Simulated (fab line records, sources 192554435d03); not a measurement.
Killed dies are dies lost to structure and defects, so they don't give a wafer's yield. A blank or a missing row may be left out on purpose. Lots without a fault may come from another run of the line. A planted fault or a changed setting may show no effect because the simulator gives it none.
fab line records | flow n5_finfet
record lots=10 wafers=30 last_day=18
route steps=1938 shown BEOL_M11@1568
lots that met no fault: from a run of the same line without faults
start_h: hours from the record's first day to the start of the lot's first wafer shown | wait_h: hours since the lot's step before | " the same as in the row above | L1.1+2: a row that stands for several wafers | - no value, or no start given | * or withheld: withheld | < > ~ a bound
route shown NAME@n: a module of which the file shows steps, and the number in the route of the first | usual: mean/standard deviation of fault-free wafers | same: alike in all rows | chamber/n: place in a boat | sites: the reading at each site | _std_site: their standard deviation | _edge_site: outer sites' mean less inner sites' | radius_mm: how far each site lies from the wafer's centre | mask NAME#n: copy n | behind: the tool/chamber that last shaped the wafer | hold: why the lot was held/for how many hours/how that ended | device: the transistor (n, p or np) that didn't switch | end of line: the same wafers' tests at the end of the route | a step without rows: its recipe alone | killed: dies lost to structure and defects at the first sort, not the wafer's yield | map: a wafer's dies, x killed, . not, _ none there
set.NAME: the setting as run; set.NAME@STEP: as run at that earlier step | model.NAME: the simulator's own value behind a step, which no gauge read
steps of the route over a sample of lots; a table a step, a row a wafer
services: from which hour (start_h, from the record's first day; less than 0 if before it) a tool's chamber was out of use, for how many hours, and why
## steps
# step N5_BEOL_M11_CD_MEAS_28
# recipe target_cd_nm=70 landing_energy_ev=500 detector=se_inlens polarity=opening
# usual cd_nm=70.1/0.87
# columns lot.wafer tool chamber start_h wait_h cd_nm
L586.1 cd_sem-03 0 227.04 - 71.0
L586.3 " 0 " " 70.5
L586.4 " 0 " " 71.2
L590.1 cd_sem-02 0 250.02 - 68.6
L590.3 " 0 " " 69.1
L590.5 " 0 " " 68.0
L592.3 cd_sem-02 0 257.76 - 70.3
L592.4 " 0 " " 69.1
L592.5 " 0 " " 71.9
L593.3 cd_sem-03 0 278.07 - 69.6
L593.5 " 0 " " 70.0
L593.6 " 0 " " 70.6
L603.2 cd_sem-03 0 333.95 - 71.2
L603.3 " 0 " " 71.1
L603.4 " 0 " " 71.3
L602.4 cd_sem-02 0 340.02 - 70.1
L602.5 " 0 " " 70.7
L602.6 " 0 " " 71.2
L604.1 cd_sem-02 0 345.91 - 71.6
L604.4 " 0 " " 71.2
L604.5 " 0 " " 70.6
L605.2 cd_sem-01 0 359.36 - 71.9
L605.4 " 0 " " 70.8
L605.6 " 0 " " 70.7
L607.1 cd_sem-01 0 375.91 - 69.0
L607.3 " 0 " " 69.4
L607.5 " 0 " " 69.1
L606.1 cd_sem-03 0 376.36 - 69.3
L606.5 " 0 " " 69.1
L606.6 " 0 " " 68.7
# step N5_BEOL_M11_ETCH_65
# recipe chemistry=CF4 target=SiARC target_depth_a=390 mask_material=CAR-ArF time_s=65 ion_energy_ev=80 pressure_mtorr=40 source_w=545 bias_w=36 Ar_flow_sccm=100 cf4_flow_sccm=100 ends=cleared
# usual bias_w=35.98/0.11 drypump_motor_current_A=5.7/0.42 etch_rf_on_time_s=65.0/1.1 oes_product_au=0.67/0.078 rf_vpp_V=183.9/1.1 showerhead_plenum_p_Torr=2.13/0.064 throttle_valve_pct=15.65/0.25
# columns lot.wafer tool chamber start_h wait_h bias_w drypump_motor_current_A etch_rf_on_time_s oes_product_au rf_hours_counter_h rf_vpp_V showerhead_plenum_p_Torr throttle_valve_pct
L586.1 rie_diel-04 0 227.17 0.0 36.03 5.6 63.6 0.70 74 183.7 2.09 15.65
L586.3 " 2 " " 36.07 6.6 63.4 0.80 16 183.1 2.09 15.65
L586.4 " 1 " " 35.89 5.9 65.8 0.57 246 184.1 2.20 15.85
L590.1 rie_diel-04 0 250.44 0.0 35.81 5.6 63.1 0.70 82 184.9 2.08 15.64
L590.3 " 3 " " 36.04 5.1 65.1 0.64 165 183.1 2.14 15.93
L590.5 " 0 " " 35.94 5.6 63.3 0.69 - 183.8 2.08 15.66
L592.3 rie_diel-04 0 258.00 0.0 35.96 5.6 64.1 0.69 84 183.9 2.08 15.66
L592.4 " 2 " " 36.00 6.5 64.0 0.77 - 184.1 2.08 15.66
L592.5 " 0 " " 36.02 5.6 64.3 0.69 - 183.1 2.08 15.66
L593.3 rie_diel-04 1 278.48 0.0 36.03 5.9 63.6 0.82 3 183.1 2.20 15.36
L593.5 " 2 " " 35.91 6.5 63.7 0.76 - 181.9 2.08 15.69
L593.6 " 3 " " 35.94 5.1 65.8 0.63 - 182.7 2.14 15.97
L603.2 rie_diel-06 3 334.11 0.0 35.97 5.2 65.6 0.62 213 184.6 2.21 15.62
L603.3 " 1 " " 36.01 5.7 66.1 0.60 198 181.9 2.04 15.88
L603.4 " 3 " " 35.94 5.2 65.1 0.61 - 185.5 2.21 15.59
L602.4 rie_diel-04 3 340.19 0.0 35.89 5.1 65.6 0.62 - 184.1 2.13 15.99
L602.5 " 2 " " 36.14 6.5 63.2 0.74 - 184.8 2.08 15.70
L602.6 " 0 " " 35.98 5.6 64.0 0.67 - 184.1 2.08 15.70
L604.1 rie_diel-06 1 346.03 0.0 35.98 5.8 66.9 0.59 204 183.5 2.04 15.91
L604.4 " 3 " " 35.94 5.2 65.3 0.61 - 184.6 2.21 15.61
L604.5 " 1 " " 35.89 5.8 66.6 0.58 - 182.7 2.04 15.91
L605.2 rie_diel-04 0 359.49 0.0 36.16 5.6 64.7 0.65 114 182.6 2.07 15.72
L605.4 " 3 " " 36.01 5.1 65.5 0.62 - 184.9 2.13 15.99
L605.6 " 0 " " 35.99 5.6 64.1 0.66 - 183.6 2.07 15.72
L607.1 rie_diel-06 1 376.17 0.0 35.91 5.7 67.4 0.58 214 182.9 2.04 15.92
L607.3 " 0 " " 36.06 5.7 64.4 0.75 49 185.0 2.17 15.18
L607.5 " 0 " " 36.02 5.7 64.5 0.74 - 184.8 2.17 15.21
L606.1 rie_diel-05 3 377.19 0.0 35.96 5.7 64.7 0.66 150 183.6 2.06 15.49
L606.5 " 2 " " 35.89 5.1 65.0 0.69 - 184.4 2.15 15.62
L606.6 " 3 " " 35.75 5.7 64.8 0.65 - 182.9 2.06 15.47
# step N5_BEOL_M11_TRENCH_ETCH_37
# recipe chemistry=C4F6/O2 target_depth_a=1488.3 target=SiCOH_lowk time_s=48 ion_energy_ev=250 pressure_mtorr=30 source_w=345 bias_w=185 Ar_flow_sccm=300 C4F6_flow_sccm=10 O2_flow_sccm=10
# usual bias_w=185.1/0.53 drypump_motor_current_A=5.7/0.42 oes_product_au=0.79/0.09 rf_vpp_V=667/8.5 showerhead_plenum_p_Torr=2.84/0.087 throttle_valve_pct=20.96/0.24
# same time_s=48
# columns lot.wafer tool chamber start_h wait_h bias_w drypump_motor_current_A oes_product_au rf_hours_counter_h rf_vpp_V showerhead_plenum_p_Torr throttle_valve_pct
L586.1 rie_diel-04 0 227.45 - 184.3 5.6 0.82 74 666 2.77 21.00
L586.3 " 2 " " 184.4 6.5 0.93 16 657 2.77 21.02
L586.4 " 1 " " 185.8 5.9 0.66 246 678 2.93 21.11
L590.1 rie_diel-04 0 250.71 - 184.5 5.6 0.82 82 667 2.77 21.01
L590.3 " 3 " " 184.7 5.1 0.76 165 655 2.85 21.29
L590.5 " 0 " " 185.0 5.6 0.81 - 669 2.77 21.00
L592.3 rie_diel-04 0 258.27 - 195.7 5.6 0.82 85 698 2.76 21.01
L592.4 " 2 " " 194.5 6.5 0.92 - 685 2.77 21.04
L592.5 " 0 " " 195.2 5.6 0.82 - 695 2.76 21.00
L593.3 rie_diel-04 1 278.76 - 194.9 5.9 0.96 3 705 2.93 20.72
L593.5 " 2 " " 194.8 6.5 0.90 - 685 2.76 21.05
L593.6 " 3 " " 194.9 5.1 0.75 - 682 2.84 21.33
L603.2 rie_diel-06 3 334.38 - 185.4 5.2 0.72 213 675 2.93 20.81
L603.3 " 1 " " 184.4 5.8 0.69 198 660 2.71 21.16
L603.4 " 3 " " 184.1 5.2 0.72 - 674 2.93 20.82
L602.4 rie_diel-04 3 340.46 - 185.1 5.1 0.73 - 656 2.84 21.34
L602.5 " 2 " " 185.3 6.5 0.86 - 657 2.76 21.07
L602.6 " 0 " " 184.8 5.6 0.78 - 667 2.75 21.01
L604.1 rie_diel-06 1 346.31 - 185.6 5.8 0.69 204 657 2.71 21.17
L604.4 " 3 " " 185.5 5.2 0.72 - 675 2.93 20.83
L604.5 " 1 " " 185.8 5.8 0.69 - 659 2.71 21.17
L605.2 rie_diel-04 0 359.76 - 185.3 5.6 0.78 114 667 2.75 21.06
L605.4 " 3 " " 183.5 5.1 0.73 - 655 2.83 21.33
L605.6 " 0 " " 185.4 5.6 0.78 - 667 2.75 21.04
L607.1 rie_diel-06 1 376.45 - 184.8 5.8 0.68 215 658 2.70 21.17
L607.3 " 0 " " 185.1 5.7 0.88 49 672 2.89 20.55
L607.5 " 0 " " 184.6 5.7 0.88 - 671 2.89 20.56
L606.1 rie_diel-05 3 377.60 - 185.8 5.7 0.76 150 660 2.72 20.68
L606.5 " 2 " " 185.1 5.1 0.80 - 661 2.86 20.91
L606.6 " 3 " " 185.5 5.6 0.77 - 659 2.72 20.68
# step N5_BEOL_M11_ALD_74
# recipe material=TaN target_thk_a=20 temp_c=275 ald_precursor_family=PDMAT ald_co_reactant=NH3 pressure_torr=3 carrier_flow_sccm=1500 pulse_time_s=2 purge_time_s=3 co_reactant_purge_time_s=2 co_reactant_pulse_time_s=3 ald_cycles=40 precursor_vessel_temp_c=75 precursor_vessel_pressure_torr=26.25 precursor_vessel_carrier_sccm=1000
# usual heater_power_w=416/52 precursor_vessel_carrier_sccm=1000.3/2.5
# columns lot.wafer tool chamber start_h wait_h heater_power_w precursor_vessel_carrier_sccm
L586.1 ald_metal-01 2 228.46 0.0 439 1001.8
L586.3 " 3 " " 345 1001.0
L586.4 " 0 " " 450 1000.5
L590.1 ald_metal-03 0 251.75 0.1 375 998.8
L590.3 " 1 " " 386 1005.2
L590.5 " 1 " " 389 999.2
L592.3 ald_metal-02 2 259.20 0.0 360 998.4
L592.4 " 3 " " 387 1001.4
L592.5 " 2 " " 360 997.7
L593.3 ald_metal-01 0 280.67 0.2 441 999.9
L593.5 " 2 " " 436 996.3
L593.6 " 1 " " 537 1001.9
L603.2 ald_metal-03 2 335.32 0.1 424 997.7
L603.3 " 0 " " 382 1001.5
L603.4 " 3 " " 425 1001.8
L602.4 ald_metal-01 3 341.42 0.2 345 997.5
L602.5 " 2 " " 435 998.1
L602.6 " 3 " " 346 999.4
L604.1 ald_metal-01 2 347.35 0.0 423 999.0
L604.4 " 1 " " 524 1000.4
L604.5 " 1 " " 531 1002.2
L605.2 ald_metal-01 3 360.80 0.0 343 1002.8
L605.4 " 2 " " 433 1000.8
L605.6 " 3 " " 349 1000.4
L607.1 ald_metal-03 1 377.39 0.0 400 1001.5
L607.3 " 0 " " 375 1003.4
L607.5 " 3 " " 383 998.3
L606.1 ald_metal-02 0 378.49 0.0 448 998.9
L606.5 " 2 " " 359 1000.5
L606.6 " 1 " " 400 999.5
## services
# columns tool chamber start_h hours kind
rie_diel-06 0 208.32 - clean
rie_diel-06 0 208.32 - consumable_replace:focus_ring
rie_diel-06 0 208.32 17.7 scheduled_down
rie_diel-06 0 208.32 17.7 vent_cycle
ald_metal-03 - 209.31 2.8 pm
ald_metal-01 0 212.99 3.4 repair
ald_metal-03 1 214.47 7.8 repair
ald_metal-02 1 229.45 7.2 repair
rie_diel-04 1 244.83 - clean
rie_diel-04 1 244.83 - consumable_replace:focus_ring
rie_diel-04 1 244.83 22.6 scheduled_down
rie_diel-04 1 244.83 22.6 vent_cycle
ald_metal-03 - 248.90 1.1 repair
ald_metal-03 3 261.07 3.2 repair
rie_diel-04 - 284.96 14.6 pm
ald_metal-02 0 296.44 26.8 repair
ald_metal-01 0 312.69 5.3 repair
ald_metal-03 - 319.65 0.3 repair
rie_diel-06 2 331.19 - clean
rie_diel-04 1 335.55 41.2 repair
ald_metal-03 - 337.25 14.0 pm
ald_metal-02 - 347.97 14.6 pm
ald_metal-01 - 366.25 2.8 pm
rie_diel-05 1 370.95 7.8 repair
## key
first_sign step=N5_BEOL_M11_TRENCH_ETCH_37 reading=bias_w direction=up sigmas=19 usual=* struck=*
effect step=N5_BEOL_M11_TRENCH_ETCH_37 reading=rf_vpp_V direction=up sigmas=2.9 usual=667 struck=692
met_at N5_BEOL_M11_TRENCH_ETCH_37
struck_lots L592,L593
not_acting_at N5_BEOL_M11_CD_MEAS_28,N5_BEOL_M11_ETCH_65,N5_BEOL_M11_ALD_74
onset_between 250.71 258.27
fault kind=process_parameter_drift tool=rie_diel-04 chamber=- onset_h=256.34 steps=N5_BEOL_M11_TRENCH_ETCH_37 channel=bias_w offset=* shape=step end_h=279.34 acts_in=* stated=*
